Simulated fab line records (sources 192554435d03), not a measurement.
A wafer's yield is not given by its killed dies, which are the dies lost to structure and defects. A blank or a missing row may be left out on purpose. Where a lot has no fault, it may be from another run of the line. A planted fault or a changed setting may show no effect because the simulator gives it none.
Which tool was responsible? / flow n5 finfet / Sampling: 24 lots, 72 wafers, 6 of 1938 route steps

WHAT THE GAUGES SHOWED, per wafer
N5_BEOL_M10_THK_MEAS_53: measures by xrf.
lot=L074; measured=day 9 18:52; on=film metro-01; M10_THK (nm)=139 147 142
lot=L076; measured=day 9 23:43; on=film metro-01; M10_THK (nm)=135 136 136
lot=L075; measured=day 10 01:12; on=film metro-02; M10_THK (nm)=142 144 141
lot=L077; measured=day 10 16:17; on=film metro-02; M10_THK (nm)=141 146 142
lot=L080; measured=day 10 22:39; on=film metro-01; M10_THK (nm)=141 147 137
lot=L079; measured=day 11 02:15; on=film metro-01; M10_THK (nm)=142 140 136
lot=L078; measured=day 11 02:31; on=film metro-01; M10_THK (nm)=140 141 146
lot=L081; measured=day 11 14:15; on=film metro-01; M10_THK (nm)=146 143 138
lot=L083; measured=day 11 21:40; on=film metro-01; M10_THK (nm)=140 144 148
lot=L082; measured=day 11 23:21; on=film metro-02; M10_THK (nm)=148 144 145
lot=L084; measured=day 11 23:49; on=film metro-02; M10_THK (nm)=140 141 141
lot=L085; measured=day 12 10:42; on=film metro-02; M10_THK (nm)=145 144 148
lot=L086; measured=day 12 17:34; on=film metro-02; M10_THK (nm)=144 137 138
lot=L087; measured=day 12 21:43; on=film metro-02; M10_THK (nm)=141 137 137
lot=L088; measured=day 13 07:59; on=film metro-01; M10_THK (nm)=141 146 148
lot=L090; measured=day 13 08:48; on=film metro-02; M10_THK (nm)=140 143 144
lot=L091; measured=day 13 14:35; on=film metro-01; M10_THK (nm)=137 136 139
lot=L089; measured=day 13 15:09; on=film metro-01; M10_THK (nm)=137 137 137
lot=L092; measured=day 13 22:46; on=film metro-02; M10_THK (nm)=149 149 146
lot=L093; measured=day 14 01:43; on=film metro-02; M10_THK (nm)=144 147 148
lot=L094; measured=day 14 04:47; on=film metro-02; M10_THK (nm)=143 142 141
lot=L095; measured=day 14 13:10; on=film metro-01; M10_THK (nm)=138 141 140
lot=L096; measured=day 15 06:34; on=film metro-02; M10_THK (nm)=149 146 140
lot=L097; measured=day 15 17:53; on=film metro-02; M10_THK (nm)=150 140 145

N5_BEOL_M11_CD_MEAS_11: the cd target is 64.1 nm.
lot=L074; measured=day 9 20:39; on=cd sem-03; cd nm (nm)=64.0 64.5 64.0
lot=L076; measured=day 10 02:20; on=cd sem-03; cd nm (nm)=64.3 63.6 63.7
lot=L075; measured=day 10 03:37; on=cd sem-01; cd nm (nm)=63.7 64.0 63.6
lot=L077; measured=day 10 17:58; on=cd sem-03; cd nm (nm)=63.1 63.8 64.3
lot=L080; measured=day 11 01:49; on=cd sem-02; cd nm (nm)=63.6 64.0 64.0
lot=L079; measured=day 11 05:08; on=cd sem-02; cd nm (nm)=65.5 64.7 65.5
lot=L078; measured=day 11 05:17; on=cd sem-03; cd nm (nm)=64.2 63.2 63.7
lot=L081; measured=day 11 18:05; on=cd sem-01; cd nm (nm)=64.1 63.7 64.0
lot=L083; measured=day 11 23:35; on=cd sem-02; cd nm (nm)=64.3 63.3 63.0
lot=L082; measured=day 12 01:28; on=cd sem-03; cd nm (nm)=64.1 63.2 63.3
lot=L084; measured=day 12 01:41; on=cd sem-03; cd nm (nm)=64.7 64.7 64.4
lot=L085; measured=day 12 12:31; on=cd sem-01; cd nm (nm)=64.5 65.4 64.8
lot=L086; measured=day 12 19:45; on=cd sem-03; cd nm (nm)=64.0 64.5 63.4
lot=L087; measured=day 13 00:16; on=cd sem-01; cd nm (nm)=64.1 64.1 63.8
lot=L088; measured=day 13 10:26; on=cd sem-02; cd nm (nm)=65.4 64.4 64.4
lot=L090; measured=day 13 10:51; on=cd sem-02; cd nm (nm)=64.0 63.6 63.5
lot=L091; measured=day 13 18:17; on=cd sem-03; cd nm (nm)=64.4 63.9 63.6
lot=L089; measured=day 13 18:19; on=cd sem-02; cd nm (nm)=64.8 64.7 64.7
lot=L092; measured=day 14 00:29; on=cd sem-03; cd nm (nm)=64.1 64.0 64.8
lot=L093; measured=day 14 03:23; on=cd sem-01; cd nm (nm)=64.5 63.1 63.7
lot=L094; measured=day 14 09:03; on=cd sem-01; cd nm (nm)=64.0 64.2 64.0
lot=L095; measured=day 14 15:44; on=cd sem-03; cd nm (nm)=64.7 64.6 64.4
lot=L096; measured=day 15 08:26; on=cd sem-01; cd nm (nm)=64.2 65.4 64.3
lot=L097; measured=day 15 19:59; on=cd sem-02; cd nm (nm)=63.4 64.0 63.9

N5_BEOL_M12_OVL_MEAS_11.
lot=L074; measured=day 10 03:48; on=overlay-01; V11_OVL (nm)=-2 2 -2
lot=L076; measured=day 10 08:45; on=overlay-01; V11_OVL (nm)=3 -3 4
lot=L075; measured=day 10 08:59; on=overlay-01; V11_OVL (nm)=7 8 -1
lot=L077; measured=day 11 00:04; on=overlay-01; V11_OVL (nm)=-6 -5 -11
lot=L080; measured=day 11 07:32; on=overlay-02; V11_OVL (nm)=-10 -1 -10
lot=L079; measured=day 11 10:59; on=overlay-02; V11_OVL (nm)=1 5 -4
lot=L078; measured=day 11 12:02; on=overlay-02; V11_OVL (nm)=-11 -11 1
lot=L081; measured=day 11 22:34; on=overlay-02; V11_OVL (nm)=-2 -2 2
lot=L083; measured=day 12 04:31; on=overlay-01; V11_OVL (nm)=-7 7 -7
lot=L082; measured=day 12 07:41; on=overlay-01; V11_OVL (nm)=5 -5 4
lot=L084; measured=day 12 08:04; on=overlay-02; V11_OVL (nm)=2 -14 -1
lot=L085; measured=day 12 18:11; on=overlay-02; V11_OVL (nm)=-2 -5 2
lot=L086; measured=day 13 01:50; on=overlay-01; V11_OVL (nm)=-4 -6 -5
lot=L087; measured=day 13 05:39; on=overlay-01; V11_OVL (nm)=0 3 -3
lot=L088; measured=day 13 15:48; on=overlay-02; V11_OVL (nm)=-5 2 -1
lot=L090; measured=day 13 16:44; on=overlay-02; V11_OVL (nm)=-10 -8 0
lot=L091; measured=day 13 23:20; on=overlay-02; V11_OVL (nm)=5 11 4
lot=L089; measured=day 14 00:07; on=overlay-01; V11_OVL (nm)=-2 -6 -5
lot=L092; measured=day 14 05:01; on=overlay-01; V11_OVL (nm)=-2 4 1
lot=L093; measured=day 14 11:54; on=overlay-01; V11_OVL (nm)=-1 -9 -2
lot=L094; measured=day 14 14:13; on=overlay-01; V11_OVL (nm)=6 -5 1
lot=L095; measured=day 14 21:14; on=overlay-01; V11_OVL (nm)=-2 -2 -13
lot=L096; measured=day 15 14:52; on=overlay-01; V11_OVL (nm)=-5 5 -3
lot=L097; measured=day 16 01:55; on=overlay-01; V11_OVL (nm)=-5 5 3

N5_BEOL_M12_INSPECT_12: inspects for defects (macro).
lot=L074; measured=day 10 03:50; on=defect inspect-02; raw defect count=1 2 2
lot=L076; measured=day 10 08:46; on=defect inspect-02; raw defect count=3 2 4
lot=L075; measured=day 10 09:01; on=defect inspect-01; raw defect count=1 0 2
lot=L077; measured=day 11 00:05; on=defect inspect-02; raw defect count=4 1 2
lot=L080; measured=day 11 07:33; on=defect inspect-01; raw defect count=4 4 2
lot=L079; measured=day 11 11:00; on=defect inspect-01; raw defect count=1 3 2
lot=L078; measured=day 11 12:03; on=defect inspect-02; raw defect count=1 2 3
lot=L081; measured=day 11 22:35; on=defect inspect-01; raw defect count=3 3 2
lot=L083; measured=day 12 04:32; on=defect inspect-01; raw defect count=3 5 1
lot=L082; measured=day 12 07:43; on=defect inspect-02; raw defect count=2 2 3
lot=L084; measured=day 12 08:05; on=defect inspect-02; raw defect count=2 0 2
lot=L085; measured=day 12 18:12; on=defect inspect-02; raw defect count=2 2 6
lot=L086; measured=day 13 01:52; on=defect inspect-02; raw defect count=2 0 1
lot=L087; measured=day 13 05:40; on=defect inspect-02; raw defect count=2 5 1
lot=L088; measured=day 13 15:50; on=defect inspect-01; raw defect count=2 0 1
lot=L090; measured=day 13 16:45; on=defect inspect-02; raw defect count=2 3 4
lot=L091; measured=day 13 23:21; on=defect inspect-02; raw defect count=3 2 1
lot=L089; measured=day 14 00:08; on=defect inspect-01; raw defect count=1 0 1
lot=L092; measured=day 14 05:02; on=defect inspect-01; raw defect count=0 3 1
lot=L093; measured=day 14 11:55; on=defect inspect-01; raw defect count=3 4 3
lot=L094; measured=day 14 14:14; on=defect inspect-02; raw defect count=0 0 1
lot=L095; measured=day 14 21:16; on=defect inspect-02; raw defect count=1 2 2
lot=L096; measured=day 15 14:54; on=defect inspect-01; raw defect count=0 2 0
lot=L097; measured=day 16 01:56; on=defect inspect-01; raw defect count=1 1 0

EACH LOT AND THE TOOL THAT RAN IT (in order: tool; ch and the chambers of the sampled wafers; start)
lot=L074; N5_BEOL_M10_SPUTTER_48=pvd sputter-01, day 9 17:08; N5_BEOL_M11_VIA_ETCH_34=rie diel-05 ch 0,1,3, day 9 22:09
lot=L076; N5_BEOL_M10_SPUTTER_48=pvd sputter-03, day 9 22:54; N5_BEOL_M11_VIA_ETCH_34=rie diel-01 ch 0,2, day 10 05:05
lot=L075; N5_BEOL_M10_SPUTTER_48=pvd sputter-02, day 9 23:22; N5_BEOL_M11_VIA_ETCH_34=rie diel-05 ch 0,2,3, day 10 05:19
lot=L077; N5_BEOL_M10_SPUTTER_48=pvd sputter-03, day 10 15:28; N5_BEOL_M11_VIA_ETCH_34=rie diel-05 ch 0,1,3, day 10 19:50
lot=L080; N5_BEOL_M10_SPUTTER_48=pvd sputter-01, day 10 21:50; N5_BEOL_M11_VIA_ETCH_34=rie diel-05 ch 0,1,2, day 11 04:09
lot=L079; N5_BEOL_M10_SPUTTER_48=pvd sputter-01, day 11 01:26; N5_BEOL_M11_VIA_ETCH_34=rie diel-05 ch 0,2,3, day 11 06:23
lot=L078; N5_BEOL_M10_SPUTTER_48=pvd sputter-01, day 11 01:41; N5_BEOL_M11_VIA_ETCH_34=rie diel-01 ch 0,2, day 11 08:39
lot=L081; N5_BEOL_M10_SPUTTER_48=pvd sputter-03, day 11 13:26; N5_BEOL_M11_VIA_ETCH_34=rie diel-03 ch 0,1,2, day 11 19:20
lot=L083; N5_BEOL_M10_SPUTTER_48=pvd sputter-03, day 11 20:49; N5_BEOL_M11_VIA_ETCH_34=rie diel-01 ch 1,2,3, day 12 00:57
lot=L082; N5_BEOL_M10_SPUTTER_48=pvd sputter-02, day 11 22:32; N5_BEOL_M11_VIA_ETCH_34=rie diel-01 ch 1,2,3, day 12 02:55
lot=L084; N5_BEOL_M10_SPUTTER_48=pvd sputter-02, day 11 22:59; N5_BEOL_M11_VIA_ETCH_34=rie diel-03 ch 0,2, day 12 03:14
lot=L085; N5_BEOL_M10_SPUTTER_48=pvd sputter-02, day 12 09:49; N5_BEOL_M11_VIA_ETCH_34=rie diel-01 ch 1,2, day 12 14:43
lot=L086; N5_BEOL_M10_SPUTTER_48=pvd sputter-02, day 12 16:28; N5_BEOL_M11_VIA_ETCH_34=rie diel-01 ch 0,2,3, day 12 21:09
lot=L087; N5_BEOL_M10_SPUTTER_48=pvd sputter-03, day 12 20:38; N5_BEOL_M11_VIA_ETCH_34=rie diel-01 ch 1,2,3, day 13 02:22
lot=L088; N5_BEOL_M10_SPUTTER_48=pvd sputter-01, day 13 07:10; N5_BEOL_M11_VIA_ETCH_34=rie diel-05 ch 0,1,3, day 13 12:07
lot=L090; N5_BEOL_M10_SPUTTER_48=pvd sputter-03, day 13 07:35; N5_BEOL_M11_VIA_ETCH_34=rie diel-05 ch 0,1,2, day 13 12:35
lot=L091; N5_BEOL_M10_SPUTTER_48=pvd sputter-02, day 13 13:37; N5_BEOL_M11_VIA_ETCH_34=rie diel-03 ch 0,2,3, day 13 19:37
lot=L089; N5_BEOL_M10_SPUTTER_48=pvd sputter-02, day 13 13:56; N5_BEOL_M11_VIA_ETCH_34=rie diel-03 ch 0,1, day 13 20:34
lot=L092; N5_BEOL_M10_SPUTTER_48=pvd sputter-01, day 13 21:40; N5_BEOL_M11_VIA_ETCH_34=rie diel-01 ch 0,3, day 14 01:43
lot=L093; N5_BEOL_M10_SPUTTER_48=pvd sputter-02, day 14 00:49; N5_BEOL_M11_VIA_ETCH_34=rie diel-05 ch 0,2, day 14 08:07
lot=L094; N5_BEOL_M10_SPUTTER_48=pvd sputter-03, day 14 03:58; N5_BEOL_M11_VIA_ETCH_34=rie diel-05 ch 0,1, day 14 10:31
lot=L095; N5_BEOL_M10_SPUTTER_48=pvd sputter-01, day 14 12:21; N5_BEOL_M11_VIA_ETCH_34=rie diel-01 ch 2,3, day 14 17:01
lot=L096; N5_BEOL_M10_SPUTTER_48=pvd sputter-02, day 15 05:44; N5_BEOL_M11_VIA_ETCH_34=rie diel-05 ch 1,2,3, day 15 09:41
lot=L097; N5_BEOL_M10_SPUTTER_48=pvd sputter-02, day 15 17:04; N5_BEOL_M11_VIA_ETCH_34=rie diel-05 ch 0,2,3, day 15 22:31
- N5_BEOL_M10_SPUTTER_48: material Cu, target thk 12 nm, time 2 s.
- N5_BEOL_M11_VIA_ETCH_34: etches SiCOH lowk in C4F6/O2, target depth 184.5 nm, time 69.2 s.

WHAT THE TOOLS THEMSELVES READ (means of the sampled wafers that have a number; where no wafer has one, the mark that the record gives instead)
N5_BEOL_M10_SPUTTER_48.
lot=L074; tool=pvd sputter-01; chamber pressure pa (Pa)=0.13; throttle valve pct (%)=29.7
lot=L076; tool=pvd sputter-03; chamber pressure pa (Pa)=0.13; throttle valve pct (%)=29.5
lot=L075; tool=pvd sputter-02; chamber pressure pa (Pa)=0.13; throttle valve pct (%)=29.3
lot=L077; tool=pvd sputter-03; chamber pressure pa (Pa)=0.13; throttle valve pct (%)=31.0
lot=L080; tool=pvd sputter-01; chamber pressure pa (Pa)=0.13; throttle valve pct (%)=29.6
lot=L079; tool=pvd sputter-01; chamber pressure pa (Pa)=0.13; throttle valve pct (%)=29.1
lot=L078; tool=pvd sputter-01; chamber pressure pa (Pa)=0.13; throttle valve pct (%)=29.2
lot=L081; tool=pvd sputter-03; chamber pressure pa (Pa)=0.13; throttle valve pct (%)=30.2
lot=L083; tool=pvd sputter-03; chamber pressure pa (Pa)=0.13; throttle valve pct (%)=29.2
lot=L082; tool=pvd sputter-02; chamber pressure pa (Pa)=0.13; throttle valve pct (%)=29.6
lot=L084; tool=pvd sputter-02; chamber pressure pa (Pa)=0.13; throttle valve pct (%)=30.3
lot=L085; tool=pvd sputter-02; chamber pressure pa (Pa)=0.13; throttle valve pct (%)=29.6
lot=L086; tool=pvd sputter-02; chamber pressure pa (Pa)=0.13; throttle valve pct (%)=29.5
lot=L087; tool=pvd sputter-03; chamber pressure pa (Pa)=0.13; throttle valve pct (%)=30.4
lot=L088; tool=pvd sputter-01; chamber pressure pa (Pa)=0.13; throttle valve pct (%)=29.6
lot=L090; tool=pvd sputter-03; chamber pressure pa (Pa)=0.13; throttle valve pct (%)=29.3
lot=L091; tool=pvd sputter-02; chamber pressure pa (Pa)=0.13; throttle valve pct (%)=29.6
lot=L089; tool=pvd sputter-02; chamber pressure pa (Pa)=0.13; throttle valve pct (%)=29.4
lot=L092; tool=pvd sputter-01; chamber pressure pa (Pa)=0.13; throttle valve pct (%)=29.3
lot=L093; tool=pvd sputter-02; chamber pressure pa (Pa)=0.13; throttle valve pct (%)=29.4
lot=L094; tool=pvd sputter-03; chamber pressure pa (Pa)=0.13; throttle valve pct (%)=29.4
lot=L095; tool=pvd sputter-01; chamber pressure pa (Pa)=0.13; throttle valve pct (%)=28.6
lot=L096; tool=pvd sputter-02; chamber pressure pa (Pa)=0.13; throttle valve pct (%)=28.9
lot=L097; tool=pvd sputter-02; chamber pressure pa (Pa)=0.13; throttle valve pct (%)=28.7

N5_BEOL_M11_VIA_ETCH_34.
lot=L074; tool=rie diel-05; drypump motor current A (A)=5.8; oes product au (a.u.)=0.77; rf vpp V (V)=659; showerhead plenum p Torr (Torr)=2.85; throttle valve pct (%)=20.70
lot=L076; tool=rie diel-01; drypump motor current A (A)=5.0; oes product au (a.u.)=0.74; rf vpp V (V)=662; showerhead plenum p Torr (Torr)=2.81; throttle valve pct (%)=21.19
lot=L075; tool=rie diel-05; drypump motor current A (A)=6.0; oes product au (a.u.)=0.76; rf vpp V (V)=659; showerhead plenum p Torr (Torr)=2.84; throttle valve pct (%)=20.60
lot=L077; tool=rie diel-05; drypump motor current A (A)=5.8; oes product au (a.u.)=0.76; rf vpp V (V)=659; showerhead plenum p Torr (Torr)=2.85; throttle valve pct (%)=20.71
lot=L080; tool=rie diel-05; drypump motor current A (A)=6.2; oes product au (a.u.)=0.79; rf vpp V (V)=653; showerhead plenum p Torr (Torr)=2.85; throttle valve pct (%)=20.61
lot=L079; tool=rie diel-05; drypump motor current A (A)=6.1; oes product au (a.u.)=0.75; rf vpp V (V)=660; showerhead plenum p Torr (Torr)=2.83; throttle valve pct (%)=20.62
lot=L078; tool=rie diel-01; drypump motor current A (A)=5.0; oes product au (a.u.)=0.95; rf vpp V (V)=662; showerhead plenum p Torr (Torr)=2.81; throttle valve pct (%)=20.94
lot=L081; tool=rie diel-03; drypump motor current A (A)=5.7; oes product au (a.u.)=0.76; rf vpp V (V)=670; showerhead plenum p Torr (Torr)=2.77; throttle valve pct (%)=20.91
lot=L083; tool=rie diel-01; drypump motor current A (A)=5.4; oes product au (a.u.)=0.82; rf vpp V (V)=666; showerhead plenum p Torr (Torr)=2.79; throttle valve pct (%)=20.96
lot=L082; tool=rie diel-01; drypump motor current A (A)=5.4; oes product au (a.u.)=0.83; rf vpp V (V)=666; showerhead plenum p Torr (Torr)=2.79; throttle valve pct (%)=20.96
lot=L084; tool=rie diel-03; drypump motor current A (A)=5.3; oes product au (a.u.)=0.72; rf vpp V (V)=667; showerhead plenum p Torr (Torr)=2.76; throttle valve pct (%)=20.99
lot=L085; tool=rie diel-01; drypump motor current A (A)=5.3; oes product au (a.u.)=0.92; rf vpp V (V)=672; showerhead plenum p Torr (Torr)=2.81; throttle valve pct (%)=20.98
lot=L086; tool=rie diel-01; drypump motor current A (A)=5.1; oes product au (a.u.)=0.81; rf vpp V (V)=655; showerhead plenum p Torr (Torr)=2.78; throttle valve pct (%)=20.96
lot=L087; tool=rie diel-01; drypump motor current A (A)=5.4; oes product au (a.u.)=0.81; rf vpp V (V)=667; showerhead plenum p Torr (Torr)=2.79; throttle valve pct (%)=20.98
lot=L088; tool=rie diel-05; drypump motor current A (A)=5.8; oes product au (a.u.)=0.74; rf vpp V (V)=660; showerhead plenum p Torr (Torr)=2.84; throttle valve pct (%)=20.73
lot=L090; tool=rie diel-05; drypump motor current A (A)=6.2; oes product au (a.u.)=0.77; rf vpp V (V)=653; showerhead plenum p Torr (Torr)=2.85; throttle valve pct (%)=20.64
lot=L091; tool=rie diel-03; drypump motor current A (A)=5.4; oes product au (a.u.)=0.78; rf vpp V (V)=662; showerhead plenum p Torr (Torr)=2.82; throttle valve pct (%)=20.85
lot=L089; tool=rie diel-03; drypump motor current A (A)=6.0; oes product au (a.u.)=0.74; rf vpp V (V)=678; showerhead plenum p Torr (Torr)=2.80; throttle valve pct (%)=20.97
lot=L092; tool=rie diel-01; drypump motor current A (A)=5.2; oes product au (a.u.)=0.72; rf vpp V (V)=647; showerhead plenum p Torr (Torr)=2.75; throttle valve pct (%)=20.96
lot=L093; tool=rie diel-05; drypump motor current A (A)=6.0; oes product au (a.u.)=0.74; rf vpp V (V)=646; showerhead plenum p Torr (Torr)=2.73; throttle valve pct (%)=20.75
lot=L094; tool=rie diel-05; drypump motor current A (A)=5.8; oes product au (a.u.)=0.75; rf vpp V (V)=645; showerhead plenum p Torr (Torr)=2.74; throttle valve pct (%)=20.84
lot=L095; tool=rie diel-01; drypump motor current A (A)=5.1; oes product au (a.u.)=0.83; rf vpp V (V)=665; showerhead plenum p Torr (Torr)=2.75; throttle valve pct (%)=20.99
lot=L096; tool=rie diel-05; drypump motor current A (A)=6.2; oes product au (a.u.)=0.83; rf vpp V (V)=668; showerhead plenum p Torr (Torr)=2.93; throttle valve pct (%)=20.44
lot=L097; tool=rie diel-05; drypump motor current A (A)=6.1; oes product au (a.u.)=0.80; rf vpp V (V)=659; showerhead plenum p Torr (Torr)=2.82; throttle valve pct (%)=20.56

THE ANSWER, worked out from the rows above alone
Rule: usual is defined by the lots themselves. The widest of any qualifying gaps counts: lots, ordered by their means at a reading, are off when they make up no more than a third of the lots, leave a main group of 4 or more, and stand apart from it by 3 or more times the standard deviation of that group's means. Not used: any main group whose means are identical at the precision the tables above print for the reading. Also off: a lot with no number at a reading for which 4 or more lots have one. Where the step has rows for the other lots, those lots are counted as sound. Order of review: gauges by route order, followed by the tools' own readings, for which a lot's mean as printed above is used. The first step at which some lot is off is used, and at that step the reading that is off furthest; a lot without a number counts as furthest.
Nothing can be told from this: no lot is off at any reading shown.

WHAT WAS PUT IN BY THE SIMULATOR
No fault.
